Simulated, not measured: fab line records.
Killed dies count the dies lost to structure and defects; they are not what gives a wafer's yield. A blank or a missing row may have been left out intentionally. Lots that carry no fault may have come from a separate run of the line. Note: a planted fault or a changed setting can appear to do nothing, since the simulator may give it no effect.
Matching of chambers :: flow n5 finfet :: N5_BEOL_M8_DEP_56 on pecvd-01: 3 sister chambers
The step deposits SiCN from 3MS/NH3, target thk 10 nm, time 17.5 s. 16 wafers are shown with their chamber, then 8 later ones without.

WAFERS, EACH WITH ITS CHAMBER
wafer: L077.1
chamber: 1
throttle valve pct (%): 9.4
showerhead plenum p Torr (Torr): 3.640

wafer: L077.4
chamber: 1
throttle valve pct (%): 9.4
showerhead plenum p Torr (Torr): 3.646

wafer: L077.5
chamber: 1
throttle valve pct (%): 8.9
showerhead plenum p Torr (Torr): 3.649

wafer: L079.1
chamber: 2
throttle valve pct (%): 8.4
showerhead plenum p Torr (Torr): 3.671

wafer: L079.3
chamber: 1
throttle valve pct (%): 9.4
showerhead plenum p Torr (Torr): 3.639

wafer: L079.4
chamber: 1
throttle valve pct (%): 9.0
showerhead plenum p Torr (Torr): 3.639

wafer: L081.1
chamber: 1
throttle valve pct (%): 9.0
showerhead plenum p Torr (Torr): 3.650

wafer: L081.3
chamber: 0
throttle valve pct (%): 9.0
showerhead plenum p Torr (Torr): 3.674

wafer: L081.4
chamber: 2
throttle valve pct (%): 8.3
showerhead plenum p Torr (Torr): 3.667

wafer: L083.1
chamber: 1
throttle valve pct (%): 9.1
showerhead plenum p Torr (Torr): 3.648

wafer: L083.4
chamber: 2
throttle valve pct (%): 8.2
showerhead plenum p Torr (Torr): 3.667

wafer: L083.5
chamber: 1
throttle valve pct (%): 9.1
showerhead plenum p Torr (Torr): 3.647

wafer: L086.1
chamber: 1
throttle valve pct (%): 8.9
showerhead plenum p Torr (Torr): 3.651

wafer: L086.3
chamber: 0
throttle valve pct (%): 8.9
showerhead plenum p Torr (Torr): 3.682

wafer: L086.5
chamber: 0
throttle valve pct (%): 9.4
showerhead plenum p Torr (Torr): 3.657

wafer: L089.1
chamber: 2
throttle valve pct (%): 8.3
showerhead plenum p Torr (Torr): 3.673

SIGNATURES (means of the wafers above)
reading: throttle valve pct
chamber 0: 9.100
chamber 1: 9.133
chamber 2: 8.300
scatter within a chamber: 0.2

reading: showerhead plenum p Torr
chamber 0: 3.67100
chamber 1: 3.64544
chamber 2: 3.66950
scatter within a chamber: 0.00644
Rule: a wafer's distance from a chamber is the root of the sum, over the readings, of the square of ((its reading less the chamber's mean) divided by the reading's scatter). The wafer belongs to the nearest chamber; if the next one is less than 2 further off, it can't be placed. How the scatter is found: for the shown wafers, subtract from each reading the mean of its chamber, square and add these, divide the total by (wafers less chambers), then take the root.

WAFERS WHOSE CHAMBER IS MISSING
wafer: L089.4
throttle valve pct (%): 9.0
showerhead plenum p Torr (Torr): 3.660

wafer: L089.5
throttle valve pct (%): 8.4
showerhead plenum p Torr (Torr): 3.678

wafer: L096.2
throttle valve pct (%): 8.3
showerhead plenum p Torr (Torr): 3.668

wafer: L096.4
throttle valve pct (%): 9.3
showerhead plenum p Torr (Torr): 3.656

wafer: L096.5
throttle valve pct (%): 9.1
showerhead plenum p Torr (Torr): 3.673

wafer: L097.3
throttle valve pct (%): 8.6
showerhead plenum p Torr (Torr): 3.668

wafer: L097.5
throttle valve pct (%): 9.1
showerhead plenum p Torr (Torr): 3.648

wafer: L097.6
throttle valve pct (%): 8.2
showerhead plenum p Torr (Torr): 3.674

CHAMBER TAKEN BY EACH
wafer: L089.4
from the rows above: can't be placed: 0 or 1
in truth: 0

wafer: L089.5
from the rows above: 2
in truth: 2

wafer: L096.2
from the rows above: 2
in truth: 2

wafer: L096.4
from the rows above: can't be placed: 1 or 0
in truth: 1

wafer: L096.5
from the rows above: 0
in truth: 0

wafer: L097.3
from the rows above: can't be placed: 2 or 0
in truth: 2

wafer: L097.5
from the rows above: 1
in truth: 1

wafer: L097.6
from the rows above: 2
in truth: 2
Correct placement for 5 of the 8. Can't be placed from these rows: 3 (the true chamber is among the candidates in 3). Wrongly placed: 0.
